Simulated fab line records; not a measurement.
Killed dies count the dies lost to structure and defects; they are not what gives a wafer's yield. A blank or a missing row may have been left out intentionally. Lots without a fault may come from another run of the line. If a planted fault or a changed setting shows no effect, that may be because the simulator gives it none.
Problem report in the 8D (eight disciplines) form, filled by code    flow n5Finfet    the parts of the form that need people (team, actions taken, sign-off) are left out

== 1. WHAT WENT WRONG ==
cdNm at N5_BEOL_M0_SAQP_CD_MEAS_14 reads a mean of 44.8 nm on 2 wafers of 2 lots; wafers without a fault read 42.4 nm with a standard deviation of 0.37. Relative to the usual mean, that is a shift of +6.5 standard deviations.
The step: target cd 42.5 nm.
First seen on wafer L952.5, day 8 18:51, on cdSem-02. At this step, 28 wafers from 10 lots have a number in the record. Rule for "out" (also "out of limits"): further than 4 standard deviations from the usual mean. The other wafers with a number count as sound.

== 2. WHAT IT IS, AND WHAT IT ISN'T ==
question                     is                  is not
which readings at this step  cdNm                -
which lots                   L952, L953          L941, L942, L943, L944, L949, L960, L961, L962
which wafers of those lots   L952.5, L953.2      L952.3, L952.4, L953.3
read on which gauges         cdSem-01, cdSem-02  cdSem-03
when                         from day 8 18:51    up to then (16 sound wafers); but 10 sound wafers of L953, L960, L961, L962 came after

== 3. SUSPECTS, AND WHAT RULES EACH OUT ==
Counting: a tool at a process step up to the reading stays a suspect if it ran every lot that is out. Sound lots after the first of them don't rule it out here, since some wafers of a struck lot are sound.
- the gauge at N5_BEOL_M0_SAQP_CD_MEAS_14: ruled out. The wafers that are out were read on 2 gauges (cdSem-01, cdSem-02).
- plasmaAsher-01 at N5_MOL_CONTACT_COAG_STRIP_49 (strips in N2/H2, time 30 s): kept. It processed each lot that is out (first: L952, day 8 11:49); up to then, its last sound lot is L949 (day 7 15:50).
- pvdSputter-01 at N5_BEOL_M0_SAQP_HM_DEP_02 (deposits TiN, target thk 12 nm): kept. It processed each lot that is out (first: L952, day 8 18:02); up to then, its last sound lot is L944 (day 7 01:17).
- lithoTrack-04 at N5_BEOL_M0_SAQP_PEB_12 (peb time 60 s): kept. It processed each lot that is out (first: L952, day 8 18:47); up to then, its last sound lot is L949 (day 7 23:08).
The count leaves plasmaAsher-01 at N5_MOL_CONTACT_COAG_STRIP_49, pvdSputter-01 at N5_BEOL_M0_SAQP_HM_DEP_02, and lithoTrack-04 at N5_BEOL_M0_SAQP_PEB_12.

== 4. THE CAUSE (what the simulator had put in) ==
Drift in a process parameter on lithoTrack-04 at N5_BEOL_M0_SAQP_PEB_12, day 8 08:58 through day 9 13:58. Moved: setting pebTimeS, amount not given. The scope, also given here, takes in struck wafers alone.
Counting left 3 suspects, and this tool is among them.

== 5. SEQUENCE OF EFFECTS, ordered by route ==
One row per reading whose mean, taken over the struck wafers that have a number, lies over 3 standard deviations from the usual. Only readings for which the record gives a usual standard deviation are gone through. hours: the time from each lot's start at the first step in this table that gives one to its start at this step, as a median over the lots. sigmas: the change in usual standard deviations.
hours  step                        reading  usual    on struck wafers  change  sigmas
0      N5_BEOL_M0_SAQP_CD_MEAS_14  cdNm     42.4 nm  44.8              +2.4    +6.5
Later steps that measure or inspect, where all struck wafers having a row at the step show a number for every such reading and not one has moved that far: N5_BEOL_M4_RC_MEAS_101.

== 6. HOW IT WOULD HAVE BEEN CAUGHT EARLIER ==
The first out-of-limits reading at a measuring or inspecting step in this record came at day 8 18:51, 10 hours after the fault's start at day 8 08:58.
Among the 2 lots that are out, L953 began N5_BEOL_M0_SAQP_PEB_12 on lithoTrack-04 after day 8 18:51. A tool hold placed at that time would have kept it from harm.
